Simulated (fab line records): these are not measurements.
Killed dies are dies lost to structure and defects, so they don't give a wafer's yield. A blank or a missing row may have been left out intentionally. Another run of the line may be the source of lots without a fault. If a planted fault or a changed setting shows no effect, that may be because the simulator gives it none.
8D (eight disciplines) problem report, filled in by code / flow nandHarc / the parts of the form that need people (team, actions taken, sign-off) are left out

1. THE ISSUE
exposureDoseMJCm2 at NHARC_A_STAIRCASE_EXPOSE_214 reads a mean of 32.03 on 9 wafers of 3 lots; wafers without a fault read 31.26 with a standard deviation of 0.031. Measured from the usual mean, that is +25 standard deviations.
The step: exposes mask STAIR 3.
Seen first at day 19 18:22 on krfScanner-02, wafer L762.2. The record has a number at this step for 36 wafers belonging to 12 lots. Rule for "out", or "out of limits": more than 4 standard deviations from the usual mean. The rest of the wafers with a number are treated as sound.

2. WHAT IT IS; WHAT IT IS NOT
question=which readings at this step | is=exposureDoseMJCm2 | is not=-
question=which lots | is=L762, L767, L769 | is not=L754, L755, L756, L757, L758, L759, L768, L776, L777
question=which wafers of those lots | is=all that have a number | is not=-
question=read on which tools | is=krfScanner-02 | is not=krfScanner-01, krfScanner-04
question=when | is=from day 19 18:22 | is not=up to then (18 sound wafers); but 9 sound wafers of L768, L776, L777 came after

3. WHAT RULES OUT EACH SUSPECT
Counting: any tool at a process step up to the reading is kept as a suspect provided that every lot that is out went through it and no sound lot did after the first of them.
- rieDiel-08 at NHARC_A_STAIRCASE_ETCH_199 (etches the open film in C4F8/O2, target depth 100 nm, time 40.5 s): ruled out as a lasting fault. Following L762 (day 19 18:22), the first lot on it that is out, the sound lots L768, L777 were run on it. Because NHARC_A_STAIRCASE_ETCH_199 lacks a start for some lots, the hours and order of its lots are taken from NHARC_A_STAIRCASE_EXPOSE_214.
- krfScanner-02 at NHARC_A_STAIRCASE_EXPOSE_214 (exposes mask STAIR 3): kept. It processed each lot that is out, first L762 at day 19 18:22, and no sound lot thereafter; up to then, the last sound lot it processed was L759 at day 17 23:46. Out on those wafers are its own readings of exposureDoseMJCm2.
Remaining after the count: krfScanner-02 at NHARC_A_STAIRCASE_EXPOSE_214.

4. THE CAUSE (what the simulator had put in)
Process parameters drifting: krfScanner-02 at NHARC_A_STAIRCASE_EXPOSE_214, beginning at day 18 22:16. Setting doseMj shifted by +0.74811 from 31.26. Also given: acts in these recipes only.
This tool alone remained once counting was done.

5. SEQUENCE OF EFFECTS, ordered by route
Each row: a reading where the mean over the struck wafers with a number is more than 3 standard deviations away from the usual. Only readings for which the record gives a usual standard deviation are gone through. hours: the time from each lot's start at the first step in this table that gives one to its start at this step, as a median over the lots. sigmas: the change in usual standard deviations.
hours=0; step=NHARC_A_STAIRCASE_EXPOSE_214; reading=exposureDoseMJCm2; usual=31.26; on struck wafers=32.03; change=+0.77; sigmas=+25
Process steps it contains:
- NHARC_A_STAIRCASE_EXPOSE_214: exposes mask STAIR 3.

6. HOW IT WOULD HAVE BEEN CAUGHT EARLIER
20 hours passed between the start of the fault at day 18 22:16 and the first reading out of limits in this record, taken at day 19 18:22.
